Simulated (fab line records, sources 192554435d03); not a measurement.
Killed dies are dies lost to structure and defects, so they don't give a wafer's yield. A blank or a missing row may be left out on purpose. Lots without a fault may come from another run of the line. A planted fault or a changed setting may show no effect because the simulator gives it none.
Chamber matching | flow n5_finfet | N5_BEOL_M14_ILD_DEP_00 on pecvd-04: 3 sister chambers
The step deposits SiO2 from TEOS/O2, target thk 1119.3 nm, time 237.4 s. 16 wafers are shown with their chamber, then 8 later ones without.

WAFERS WITH THEIR CHAMBER
wafer  | chamber | throttle_valve_pct (%) | showerhead_plenum_p_Torr (Torr) | chamber_pressure_Torr (Torr)
L077.2 | 1       | 17.9                   | 8.33                            | 6.498
L077.5 | 0       | 20.6                   | 8.38                            | 6.501
L077.6 | 2       | 17.7                   | 8.30                            | 6.496
L078.1 | 2       | 17.9                   | 8.32                            | 6.481
L078.4 | 2       | 17.9                   | 8.32                            | 6.481
L078.6 | 1       | 17.8                   | 8.36                            | 6.496
L084.2 | 0       | 20.8                   | 8.39                            | 6.523
L084.4 | 2       | 18.0                   | 8.31                            | 6.480
L084.5 | 1       | 18.0                   | 8.34                            | 6.510
L089.2 | 2       | 17.9                   | 8.32                            | 6.505
L089.3 | 0       | 20.5                   | 8.37                            | 6.514
L089.5 | 2       | 18.1                   | 8.33                            | 6.486
L088.1 | 2       | 18.3                   | 8.33                            | 6.479
L088.2 | 0       | 20.7                   | 8.39                            | 6.475
L088.4 | 1       | 17.7                   | 8.34                            | 6.494
L093.3 | 1       | 17.8                   | 8.34                            | 6.496

SIGNATURES (means of the wafers above)
reading                  | chamber 0 | chamber 1 | chamber 2 | scatter within a chamber
throttle_valve_pct       | 20.650    | 17.840    | 17.971    | 0.156
showerhead_plenum_p_Torr | 8.3825    | 8.3420    | 8.3186    | 0.0105
chamber_pressure_Torr    | 6.50325   | 6.49880   | 6.48686   | 0.0126
Rule: a wafer's distance from a chamber is the root of the sum, over the readings, of the square of ((its reading less the chamber's mean) divided by the reading's scatter). The wafer belongs to the nearest chamber; if the next one is less than 2 further off, it can't be placed. The scatter: the root of (the sum of the squares of (reading less its chamber's mean) over the shown wafers, divided by (wafers less chambers)).

WAFERS WITHOUT THEIR CHAMBER
wafer  | throttle_valve_pct (%) | showerhead_plenum_p_Torr (Torr) | chamber_pressure_Torr (Torr)
L093.4 | 18.2                   | 8.32                            | 6.501
L093.5 | 20.5                   | 8.39                            | 6.520
L097.1 | 17.9                   | 8.33                            | 6.501
L097.2 | 18.2                   | 8.31                            | 6.488
L097.5 | 20.8                   | 8.37                            | 6.503
L096.2 | 18.0                   | 8.35                            | 6.507
L096.3 | 18.2                   | 8.32                            | 6.490
L096.6 | 18.1                   | 8.34                            | 6.505

WHICH CHAMBER EACH WENT THROUGH
wafer  | from the rows above     | in truth
L093.4 | can't be placed: 2 or 1 | 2
L093.5 | 0                       | 0
L097.1 | can't be placed: 1 or 2 | 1
L097.2 | 2                       | 2
L097.5 | 0                       | 0
L096.2 | can't be placed: 1 or 2 | 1
L096.3 | can't be placed: 2 or 1 | 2
L096.6 | can't be placed: 1 or 2 | 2
Placed correctly: 3 of 8. Can't be placed from these rows: 5 (the true chamber is among the candidates in 5). Placed wrongly: 0.
